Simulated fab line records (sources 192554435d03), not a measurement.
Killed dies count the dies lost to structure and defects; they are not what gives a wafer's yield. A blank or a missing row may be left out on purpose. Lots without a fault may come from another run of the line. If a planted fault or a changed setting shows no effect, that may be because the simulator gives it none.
Matching of chambers | flow n5 finfet | N5_BEOL_M0_SAQP_DESCUM_19 on rie diel-05: 4 sister chambers
The step chemistry O2, time 7.9 s. 18 wafers are shown with their chamber, then 9 later ones without.

EACH WAFER AND ITS CHAMBER
wafer  | chamber | drypump motor current A (A) | showerhead plenum p Torr (Torr) | oes product au (a.u.)
L074.1 | 1       | 6.0                         | 2.10                            | 0.77
L074.4 | 3       | 5.8                         | 2.20                            | 0.78
L074.6 | 0       | 5.1                         | 2.18                            | 0.78
L075.1 | 0       | 5.0                         | 2.18                            | 0.77
L075.4 | 1       | 6.0                         | 2.10                            | 0.77
L075.5 | 1       | 6.0                         | 2.10                            | 0.76
L082.1 | 2       | 5.3                         | 2.05                            | 0.94
L082.5 | 1       | 6.0                         | 2.10                            | 0.75
L082.6 | 2       | 5.3                         | 2.05                            | 0.93
L083.1 | 3       | 5.8                         | 2.20                            | 0.76
L083.4 | 0       | 5.0                         | 2.18                            | 0.77
L083.6 | 3       | 5.8                         | 2.20                            | 0.77
L088.1 | 2       | 5.3                         | 2.04                            | 0.91
L088.4 | 1       | 6.0                         | 2.09                            | 0.75
L088.6 | 3       | 5.8                         | 2.19                            | 0.75
L090.1 | 1       | 6.0                         | 2.09                            | 0.75
L090.5 | 3       | 5.8                         | 2.19                            | 0.75
L090.6 | 0       | 5.0                         | 2.17                            | 0.76

SIGNATURES (averages over the wafers above)
reading                  | chamber 0 | chamber 1 | chamber 2 | chamber 3 | scatter within a chamber
drypump motor current A  | 5.025     | 6.000     | 5.300     | 5.800     | 0.0231
showerhead plenum p Torr | 2.1775    | 2.0967    | 2.0467    | 2.1960    | 0.00531
oes product au           | 0.7700    | 0.7583    | 0.9267    | 0.7620    | 0.0114
Rule: distance of a wafer from a chamber = root of the sum over the readings of ((wafer's reading minus chamber's mean) / reading's scatter) squared. If the next closest chamber is less than 2 further off than the closest, the wafer can't be placed; otherwise it belongs to the closest. The scatter: take each reading less its chamber's mean, square it, sum over the shown wafers, divide by the number of wafers less the number of chambers, and take the root.

WAFERS MISSING THEIR CHAMBER
wafer  | drypump motor current A (A) | showerhead plenum p Torr (Torr) | oes product au (a.u.)
L091.2 | 5.8                         | 2.19                            | 0.75
L091.3 | 6.0                         | 2.09                            | 0.74
L091.4 | 5.3                         | 2.04                            | 0.90
L093.2 | 5.8                         | 2.19                            | 0.74
L093.3 | 6.0                         | 2.09                            | 0.74
L093.4 | 5.0                         | 2.17                            | 0.75
L094.2 | 6.0                         | 2.09                            | 0.73
L094.4 | 5.3                         | 2.04                            | 0.89
L094.5 | 5.3                         | 2.04                            | 0.89

THE CHAMBER EACH PASSED THROUGH
wafer  | from the rows above | in truth
L091.2 | 3                   | 3
L091.3 | 1                   | 1
L091.4 | 2                   | 2
L093.2 | 3                   | 3
L093.3 | 1                   | 1
L093.4 | 0                   | 0
L094.2 | 1                   | 1
L094.4 | 2                   | 2
L094.5 | 2                   | 2
Correctly placed: 9 of 9. Left unplaced by these rows: 0. Wrongly placed: 0.
